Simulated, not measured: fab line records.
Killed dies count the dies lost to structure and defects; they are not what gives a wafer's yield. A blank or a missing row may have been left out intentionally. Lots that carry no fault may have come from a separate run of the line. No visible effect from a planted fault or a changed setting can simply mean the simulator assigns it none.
Split-lot study    flow n5Finfet    on a route of 1938 steps: 7 lots, 21 wafers read

SPLIT DETAILS
At N5_FIN_CUT_COAT_02 (resist thk 30 nm), the setting spinRpm was moved away from the recipe's 1500 rpm on 7 of the 21 wafers read, by +2.9% to +10.3%. The other wafers ran this setting at the recipe's value.

FROM THE SPLIT TO THE READING: what the file shows between them, 3 steps
- N5_FIN_CUT_EBR_04
- N5_FIN_CUT_SOFTBAKE_03: time 60 s
- N5_FIN_CUT_DESCUM_13: chemistry O2, time 7 s

THE READING
CAR-EUV_of_FIN_CUT_COAT_02.thkNm (the simulator's own value, which no gauge read), in nm, at N5_FIN_CUT_ETCH_30 (etches underlayer in N2/H2, target depth 13 nm, time 10.4 s). No usual value for it is given in the file. Here, 14 wafers ran the recipe; their average is 14.5 nm with a standard deviation of 0.099 nm.

wafer   tool, chamber at the split  spinRpm as run, rpm  against the recipe  CAR-EUV_of_FIN_CUT_COAT_02.thkNm, nm  against lot-mates on the recipe
L074.1  lithoTrack-05, 0            1500                 recipe              14.4                                  -
L074.5  lithoTrack-05, 0            1500                 recipe              14.4                                  -
L074.4  lithoTrack-05, 0            1558                 +3.9%               14.2                                  -0.2
L075.3  lithoTrack-01, 0            1500                 recipe              14.6                                  -
L075.4  lithoTrack-01, 0            1500                 recipe              14.6                                  -
L075.5  lithoTrack-01, 0            1500                 recipe              14.6                                  -
L085.2  lithoTrack-02, 0            1604                 +6.9%               13.8                                  -0.6
L085.3  lithoTrack-02, 0            1604                 +6.9%               13.6                                  -0.8
L085.4  lithoTrack-02, 0            1500                 recipe              14.4                                  -
L086.2  lithoTrack-02, 0            1500                 recipe              14.6                                  -
L086.3  lithoTrack-02, 0            1500                 recipe              14.4                                  -
L086.4  lithoTrack-02, 0            1500                 recipe              14.4                                  -
L089.2  lithoTrack-02, 0            1500                 recipe              14.6                                  -
L089.5  lithoTrack-02, 0            1500                 recipe              14.6                                  -
L089.4  lithoTrack-02, 0            1544                 +2.9%               14.2                                  -0.4
L095.3  lithoTrack-02, 0            1565                 +4.3%               14                                    -0.6
L095.4  lithoTrack-02, 0            1565                 +4.3%               14                                    -0.6
L095.5  lithoTrack-02, 0            1500                 recipe              14.6                                  -
L096.3  lithoTrack-05, 0            1500                 recipe              14.6                                  -
L096.5  lithoTrack-05, 0            1654                 +10.3%              13.2                                  -1.3
L096.6  lithoTrack-05, 0            1500                 recipe              14.4                                  -

THE FIT
A straight line over all 21 wafers: CAR-EUV_of_FIN_CUT_COAT_02.thkNm changes by -0.121 nm for each +1% of spinRpm; r = -0.97; the points scatter about the line by 0.099 nm.
The same after taking each lot's own level away (the mean of its wafers on the recipe; 21 wafers): -0.116 nm for each +1%; r = -0.97; scatter 0.098 nm.
That fit puts the effect of the largest move of spinRpm on the reading at 1.2 nm.
The lots' own levels span 14.40 to 14.60 nm, that is 2.0 times the standard deviation above.
The two slopes agree, so the slope changes little with the lot-to-lot level.
Check: with one of the wafers moved furthest among these (+10.3%) left out of the fit, the line predicts -1.1 nm for it against its lot-mates. Against them it came out at -1.3 nm.

ADDITIONAL SPLITS CARRIED BY THESE WAFERS
Before the reading, these wafers also passed through other splits. Each is held against what the fit with the lots' levels taken away leaves over:
other split on the same wafers                   wafers away from the commonest value  r with CAR-EUV_of_FIN_CUT_COAT_02.thkNm (lot level and that fit taken away)
N5_PMOS_HMC_CHANNEL_EPI_PEB_07 pebTimeS          5                                     +0.21
N5_PMOS_HMC_CHANNEL_EPI_DEVELOP_08 developTimeS  8                                     +0.22

THE WHOLE CHAIN: every reading that the file lists as answering this split, in the file's order
step                what it does                                                 reading                                                                            change (the file's fit)                r (the file's)
N5_FIN_CUT_COAT_02  resist thk 30 nm                                             CAR-EUV_of_FIN_CUT_COAT_02.thkNm (the simulator's own value, which no gauge read)  -0.137 nm for each +1% of the setting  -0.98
N5_FIN_CUT_ETCH_30  etches underlayer in N2/H2, target depth 13 nm, time 10.4 s  CAR-EUV_of_FIN_CUT_COAT_02.thkNm (the simulator's own value, which no gauge read)  -0.116 nm for each +1% of the setting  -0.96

FILE'S OWN FIT
CAR-EUV_of_FIN_CUT_COAT_02.thkNm changes by -0.116 nm for each +1% of spinRpm, r = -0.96.
